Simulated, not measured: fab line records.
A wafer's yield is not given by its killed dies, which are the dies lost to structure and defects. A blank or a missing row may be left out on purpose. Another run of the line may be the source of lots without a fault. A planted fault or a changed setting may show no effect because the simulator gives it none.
fab line records	flow nand-harc
record lots=10	wafers=30	last-day=31
route steps=1302 shown P_ZERO_WELL@17 P_STI@80
lots that met no fault: taken from a fault-free run of the same line
start-h: hours from the record's opening day to when the first of the lot's shown wafers began	wait-h: how many hours have passed since the lot's step before this one	" unchanged from the row above	L1.1+2: a single row standing in for several wafers	- value missing, or start not given	* or withheld: withheld	< > ~ a bound
route shown NAME@n: names a module that has steps shown in the file, with the first one's number in the route	usual: mean/standard deviation of fault-free wafers	same: alike in all rows	chamber/n: place in a boat	sites: per-site readings	_std_site: standard deviation of those values	_edge_site: the outer-site mean with the inner-site mean subtracted	radius-mm: how far each site lies from the wafer's centre	mask NAME#n: copy n	behind: the last tool/chamber to shape the wafer	hold: why the lot went on hold/how many hours it stayed there/how the hold came to an end	device: which transistor (n, p or np) failed to switch	end of line: the tests these same wafers got at the end of their route	for a step that has no rows: nothing shown but its recipe	killed: dies that structure and defects cost at the first sort, which is not the same as the wafer's yield	map: a wafer's dies, marking killed ones x, the rest . and places with no die _
set.NAME: the setting as run; set.NAME@STEP: as run at that earlier step	model.NAME: the simulator's own value behind a step, which no gauge read
steps of the route over a sample of lots; a table a step, a row a wafer
services: the hour from which a tool's chamber was out of use, counted from the record's first day as start-h (under 0 if before that day), plus the number of hours and why
## steps
# step NHARC_P_ZERO_WELL_ETCH_65
# recipe target-depth-a=800	overetch-a=240	time-s=87.88	ion-energy-ev=200	n2-flow-sccm=150	h2-flow-sccm=150	ar-flow-sccm=0	rf-w=400	bias-w=150	chemistry=N2/H2
# usual bias-w=150.0/0.45	drypump-motor-current-A=5.7/0.5	oes-product-au=1.004/0.0087	rf-vpp-V=431.3/2.6	showerhead-plenum-p-Torr=2.07/0.092	throttle-valve-pct=14.171/0.0091
lot.wafer	tool	chamber	start-h	wait-h	bias-w	drypump-motor-current-A	oes-product-au	rf-hours-counter-h	rf-vpp-V	showerhead-plenum-p-Torr	throttle-valve-pct
L821.3	rie-diel-11	2	21.42	0.1	150.9	5.4	0.992	33	434.5	2.14	14.182
L821.4	"	0	"	"	149.4	6.7	1.010	37	432.2	2.10	14.171
L821.5	"	2	"	"	150.6	5.4	0.996	-	434.5	2.14	14.157
L822.3	rie-diel-11	2	34.11	1.1	150.9	5.4	0.998	39	432.1	2.14	14.181
L822.2	"	3	"	"	149.6	5.2	1.017	45	434.7	2.20	14.160
L822.5	"	1	"	"	150.0	5.1	1.012	-	430.5	2.06	14.160
L823.2	rie-diel-11	3	41.50	0.1	149.3	5.2	1.006	47	434.4	2.20	14.159
L823.1	"	0	"	"	151.3	6.6	1.007	44	433.5	2.10	14.174
L823.5	"	2	"	"	150.5	5.4	1.000	-	432.8	2.14	14.167
L825.4	rie-diel-11	2	61.48	0.1	149.5	5.4	1.008	45	433.4	2.14	14.161
L825.1	"	3	"	"	150.4	5.2	1.004	51	435.7	2.20	14.176
L825.2	"	1	"	"	149.9	5.1	1.012	40	430.3	2.06	14.160
L827.2	rie-diel-01	2	81.59	0.1	149.6	6.2	1.013	15	428.8	1.93	14.163
L827.1	"	3	"	"	149.2	5.7	0.986	15	429.3	2.00	14.177
L827.4	"	0	"	"	151.0	5.4	0.993	12	426.8	1.90	14.175
L828.2	rie-diel-11	1	91.36	0.1	149.9	5.1	0.993	0	432.1	2.06	14.178
L828.4	"	3	"	"	149.3	5.3	1.011	0	436.3	2.20	14.171
L828.1	"	0	"	"	150.2	6.7	0.995	0	430.8	2.10	14.179
L832.3	rie-diel-11	3	131.49	0.1	149.9	5.2	1.019	11	435.6	2.19	14.157
L832.4	"	1	"	"	149.6	5.1	1.012	12	430.8	2.05	14.169
L832.5	"	2	"	"	149.9	5.4	1.022	-	432.1	2.13	14.155
L833.1	rie-diel-01	0	141.66	0.1	150.0	5.5	1.015	32	425.7	1.89	14.169
L833.5	"	1	"	"	149.9	5.9	1.009	-	433.1	2.10	14.154
L833.6	"	2	"	"	150.3	6.2	1.018	-	426.9	1.92	14.170
L835.1	rie-diel-08	3	161.49	0.1	149.5	5.9	1.002	53	430.5	2.04	14.178
L835.4	"	0	"	"	150.2	5.4	1.006	-	432.0	2.10	14.158
L835.6	"	1	"	"	150.3	5.6	1.004	-	434.0	2.15	14.167
L841.1	rie-diel-01	3	221.49	0.1	149.4	5.7	0.995	2	428.4	1.99	14.169
L841.3	"	0	"	"	150.0	5.4	0.998	2	425.3	1.89	14.166
L841.4	"	1	"	"	150.6	5.9	0.995	1	431.1	2.09	14.153
# step NHARC_P_ZERO_WELL_ETCH_62
# recipe target-depth-a=130	time-s=6.5	chf3-flow-sccm=50	ar-flow-sccm=200	rf-w=500	bias-w=200	chemistry=CHF3/Ar
# usual bias-w=200.1/0.59	drypump-motor-current-A=5.7/0.51	oes-product-au=0.964/0.016	rf-vpp-V=371.2/2.2	showerhead-plenum-p-Torr=2.37/0.095	throttle-valve-pct=20.217/0.0094
lot.wafer	tool	chamber	start-h	wait-h	bias-w	drypump-motor-current-A	oes-product-au	rf-hours-counter-h	rf-vpp-V	showerhead-plenum-p-Torr	throttle-valve-pct
L821.3	rie-diel-11	0	-	-	200.1	6.6	0.972	37	371.7	2.41	20.225
L821.4	"	1	"	"	199.2	5.1	0.949	30	370.3	2.37	20.218
L821.5	"	2	"	"	200.4	5.4	0.939	-	372.6	2.46	20.212
L822.3	rie-diel-11	3	-	-	199.9	5.2	0.955	45	373.2	2.52	20.214
L822.2	"	1	"	"	199.9	5.1	0.956	35	371.3	2.36	20.219
L822.5	"	3	"	"	200.3	5.3	0.946	-	375.1	2.52	20.215
L823.1	rie-diel-11	1	-	-	200.7	5.1	0.987	37	372.5	2.36	20.209
L823.2	"	3	"	"	200.8	5.2	0.968	47	374.5	2.52	20.195
L823.5	"	1	"	"	200.3	5.1	0.998	-	371.9	2.36	20.217
L825.4	rie-diel-11	3	-	-	200.1	5.2	0.937	51	372.9	2.51	20.217
L825.1	"	0	"	"	199.6	6.6	0.929	48	372.3	2.41	20.221
L825.2	"	2	"	"	199.0	5.4	0.943	45	373.1	2.45	20.219
L827.2	rie-diel-01	2	-	-	200.2	6.2	0.966	15	366.8	2.23	20.201
L827.1	"	0	"	"	200.0	5.4	0.946	12	368.6	2.19	20.222
L827.4	"	1	"	"	199.3	5.9	0.956	12	373.3	2.41	20.212
L828.1	rie-diel-11	1	-	-	200.6	5.1	0.978	0	369.8	2.36	20.207
L828.2	"	2	"	"	201.0	5.4	0.959	0	371.2	2.45	20.210
L828.4	"	0	"	"	200.2	6.6	0.986	0	371.4	2.41	20.237
L832.3	rie-diel-11	1	-	-	200.0	5.1	0.975	12	370.1	2.36	20.216
L832.4	"	3	"	"	200.0	5.2	0.995	11	373.4	2.51	20.213
L832.5	"	0	"	"	200.5	6.6	0.972	-	371.6	2.40	20.220
L833.1	rie-diel-01	0	-	-	200.5	5.4	0.966	32	367.6	2.19	20.224
L833.5	"	3	"	"	199.9	5.7	0.951	-	368.8	2.29	20.223
L833.6	"	0	"	"	199.2	5.4	0.962	-	368.2	2.19	20.217
L835.1	rie-diel-08	1	-	-	200.3	5.6	0.962	56	374.1	2.46	20.231
L835.4	"	0	"	"	200.7	5.3	0.954	-	372.5	2.41	20.203
L835.6	"	1	"	"	200.0	5.6	0.960	-	374.0	2.46	20.221
L841.1	rie-diel-01	1	-	-	200.9	5.9	0.987	1	373.4	2.40	20.238
L841.3	"	2	"	"	199.5	6.2	0.969	2	368.6	2.21	20.205
L841.4	"	3	"	"	199.6	5.7	0.979	2	368.5	2.29	20.220
# step NHARC_P_ZERO_WELL_INSPECT_43
# usual raw-defect-count=14/6
lot.wafer	tool	chamber	start-h	wait-h	raw-defect-count
L821.3	defect-inspect-01	-	27.63	0.4	20
L821.4	"	-	"	"	17
L821.5	"	-	"	"	15
L822.2	defect-inspect-01	-	40.16	0.5	16
L822.3	"	-	"	"	11
L822.5	"	-	"	"	21
L823.1	defect-inspect-01	-	47.50	0.6	8
L823.2	"	-	"	"	14
L823.5	"	-	"	"	12
L825.1	defect-inspect-01	-	67.68	0.6	20
L825.2	"	-	"	"	20
L825.4	"	-	"	"	10
L827.1	defect-inspect-01	-	88.21	0.6	13
L827.2	"	-	"	"	11
L827.4	"	-	"	"	12
L828.1	defect-inspect-01	-	97.46	0.6	17
L828.2	"	-	"	"	12
L828.4	"	-	"	"	13
L832.3	defect-inspect-02	-	137.88	0.4	15
L832.4	"	-	"	"	9
L832.5	"	-	"	"	18
L833.1	defect-inspect-01	-	147.60	0.6	20
L833.5	"	-	"	"	25
L833.6	"	-	"	"	17
L835.1	defect-inspect-02	-	167.60	0.6	11
L835.4	"	-	"	"	13
L835.6	"	-	"	"	23
L841.1	defect-inspect-01	-	227.63	0.6	9
L841.3	"	-	"	"	25
L841.4	"	-	"	"	7
# step NHARC_P_STI_EXPOSE_06
# recipe na=0.55	target-cd-nm=200	dose-mj=37.69	mask-id=P_STI
# usual exposure-dose-mJ-cm2=37.66/0.044	reticle-temp-C=22.99/0.097
lot.wafer	tool	chamber	start-h	wait-h	mask	exposure-dose-mJ-cm2	reticle-temp-C
L821.3	krf-scanner-04	0	46.92	-	P_STI#0	37.64	23.05
L821.4	"	0	"	"	P_STI#0	37.61	23.00
L821.5	"	0	"	"	P_STI#0	37.66	22.95
L822.2	krf-scanner-02	0	60.46	-	P_STI#0	37.67	23.03
L822.3	"	0	"	"	P_STI#0	37.65	23.08
L822.5	"	0	"	"	P_STI#0	37.63	23.06
L823.1	krf-scanner-01	0	63.28	-	P_STI#0	37.71	22.93
L823.2	"	0	"	"	P_STI#0	37.68	23.12
L823.5	"	0	"	"	P_STI#0	37.68	22.92
L825.1	krf-scanner-01	0	82.32	-	P_STI#0	37.71	22.81
L825.2	"	0	"	"	P_STI#0	37.66	22.89
L825.4	"	0	"	"	P_STI#0	37.64	22.92
L827.1	krf-scanner-01	0	102.97	-	P_STI#0	37.76	22.97
L827.2	"	0	"	"	P_STI#0	37.78	22.82
L827.4	"	0	"	"	P_STI#0	37.73	22.89
L828.1	krf-scanner-02	0	111.77	-	P_STI#0	37.64	23.03
L828.2	"	0	"	"	P_STI#0	37.68	22.95
L828.4	"	0	"	"	P_STI#0	37.59	23.01
L832.3	krf-scanner-04	0	153.64	-	P_STI#0	37.59	23.15
L832.4	"	0	"	"	P_STI#0	37.63	23.00
L832.5	"	0	"	"	P_STI#0	37.66	23.02
L833.1	krf-scanner-04	0	162.50	-	P_STI#0	37.61	23.12
L833.5	"	0	"	"	P_STI#0	37.57	22.88
L833.6	"	0	"	"	P_STI#0	37.61	22.94
L835.1	krf-scanner-01	0	183.25	-	P_STI#0	37.64	22.90
L835.4	"	0	"	"	P_STI#0	37.71	23.02
L835.6	"	0	"	"	P_STI#0	37.70	22.97
L841.1	krf-scanner-02	0	242.65	-	P_STI#0	37.95	23.12
L841.3	"	0	"	"	P_STI#0	37.92	23.09
L841.4	"	0	"	"	P_STI#0	37.98	22.94
# step NHARC_P_STI_CD_MEAS_09
# recipe target-cd-nm=200	landing-energy-ev=500
# usual cd-nm=199.4/2.4
lot.wafer	tool	chamber	start-h	wait-h	cd-nm
L821.3	cd-sem-03	0	47.07	-	194.3
L821.4	"	0	"	"	196.5
L821.5	"	0	"	"	196.7
L822.2	cd-sem-03	0	60.61	-	203.8
L822.3	"	0	"	"	202.6
L822.5	"	0	"	"	203.5
L823.1	cd-sem-03	0	63.43	-	197.1
L823.2	"	0	"	"	198.8
L823.5	"	0	"	"	196.2
L825.1	cd-sem-03	0	82.47	-	197.3
L825.2	"	0	"	"	205.8
L825.4	"	0	"	"	203.7
L827.1	cd-sem-02	0	103.12	-	200.8
L827.2	"	0	"	"	203.7
L827.4	"	0	"	"	196.4
L828.1	cd-sem-03	0	111.92	-	203.0
L828.2	"	0	"	"	198.2
L828.4	"	0	"	"	199.3
L832.3	cd-sem-02	0	153.78	-	203.0
L832.4	"	0	"	"	200.4
L832.5	"	0	"	"	199.8
L833.1	cd-sem-03	0	162.65	-	200.7
L833.5	"	0	"	"	202.5
L833.6	"	0	"	"	201.1
L835.1	cd-sem-01	0	183.40	-	195.8
L835.4	"	0	"	"	195.6
L835.6	"	0	"	"	198.7
L841.1	cd-sem-01	0	242.80	-	186.1
L841.3	"	0	"	"	191.4
L841.4	"	0	"	"	195.3
# step NHARC_P_STI_OCD_MEAS_17
# usual trench-depth-nm=300/4.9	trench-foot-cd-nm=157.5/2.4
lot.wafer	tool	chamber	start-h	wait-h	trench-depth-nm	trench-foot-cd-nm
L821.3	ocd-02	-	47.89	0.1	291	154.0
L821.4	"	-	"	"	302	153.7
L821.5	"	-	"	"	299	154.7
L822.2	ocd-02	-	61.39	0.1	309	160.5
L822.3	"	-	"	"	305	159.5
L822.5	"	-	"	"	307	160.3
L823.1	ocd-02	-	64.21	0.1	299	155.7
L823.2	"	-	"	"	309	156.3
L823.5	"	-	"	"	297	155.8
L825.1	ocd-01	-	83.74	0.1	299	155.3
L825.2	"	-	"	"	298	163.4
L825.4	"	-	"	"	305	161.0
L827.1	ocd-01	-	103.91	0.1	305	158.1
L827.2	"	-	"	"	298	161.6
L827.4	"	-	"	"	307	153.4
L828.1	ocd-02	-	112.75	0.1	306	160.3
L828.2	"	-	"	"	296	156.7
L828.4	"	-	"	"	304	156.7
L832.3	ocd-02	-	154.57	0.1	296	161.9
L832.4	"	-	"	"	302	157.9
L832.5	"	-	"	"	296	158.5
L833.1	ocd-02	-	163.43	0.1	301	158.3
L833.5	"	-	"	"	290	161.8
L833.6	"	-	"	"	302	159.1
L835.1	ocd-02	-	184.18	0.1	297	153.4
L835.4	"	-	"	"	296	154.2
L835.6	"	-	"	"	303	156.3
L841.1	ocd-02	-	243.58	0.1	306	142.7
L841.3	"	-	"	"	303	148.8
L841.4	"	-	"	"	300	153.1
## services
tool	chamber	start-h	hours	kind
rie-diel-11	3	3.54	1.5	repair
krf-scanner-04	-	10.00	4.0	pm
rie-diel-08	-	15.40	9.0	pm
rie-diel-08	3	24.52	2.9	repair
rie-diel-01	-	26.83	9.0	pm
krf-scanner-02	-	48.17	0.2	repair
krf-scanner-01	-	65.60	0.9	repair
rie-diel-11	-	69.77	2.4	repair
rie-diel-11	2	80.96	8.3	repair
rie-diel-11	-	81.98	9.0	pm
krf-scanner-02	-	95.40	4.0	pm
krf-scanner-01	-	99.12	0.2	repair
rie-diel-11	0	115.17	2.9	repair
krf-scanner-02	-	120.81	3.5	repair
krf-scanner-01	-	140.02	4.0	pm
krf-scanner-02	-	155.82	0.5	repair
krf-scanner-04	-	164.94	4.3	repair
rie-diel-11	2	170.13	4.2	repair
rie-diel-01	2	173.34	3.9	repair
krf-scanner-04	-	182.00	4.0	pm
rie-diel-01	3	189.30	11.1	repair
krf-scanner-02	-	199.66	0.7	repair
rie-diel-01	-	203.83	9.0	pm
rie-diel-01	0	225.69	10.8	repair
## key
first-sign step=NHARC_P_STI_EXPOSE_06	reading=exposure-dose-mJ-cm2	direction=up	sigmas=6.6	usual=37.66	struck=37.95
effect step=NHARC_P_STI_CD_MEAS_09	reading=cd-nm	direction=down	sigmas=3.5	usual=199.4	struck=191.0	wafers-moved=2	through=control-loop
effect step=NHARC_P_STI_OCD_MEAS_17	reading=trench-foot-cd-nm	direction=down	sigmas=3.8	usual=157.5	struck=148.2	wafers-moved=2	through=control-loop
met-at NHARC_P_STI_EXPOSE_06
struck-lots L841
tester-left-out L841
loop-trim step=NHARC_P_STI_EXPOSE_06	setting=dose	lots=L841
not-acting-at NHARC_P_ZERO_WELL_ETCH_65,NHARC_P_ZERO_WELL_ETCH_62,NHARC_P_ZERO_WELL_INSPECT_43
onset-between 111.77 242.65
fault kind=process-parameter-drift	tool=krf-scanner-02	chamber=-	onset-h=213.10	steps=NHARC_P_STI_EXPOSE_06	channel=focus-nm	offset=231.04	spread-by-wafer=0.3	shape=step	end-h=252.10
# tester-left-out: of these lots the tester's yield and bins aren't shown, on N5 and GAA mostly nor the transistor test; their killed dies are dies lost to structure and defects alone, not to doping, threshold or leakage, so they don't give the yield
# loop-trim: a control loop set the setting to another value than it would have without faults
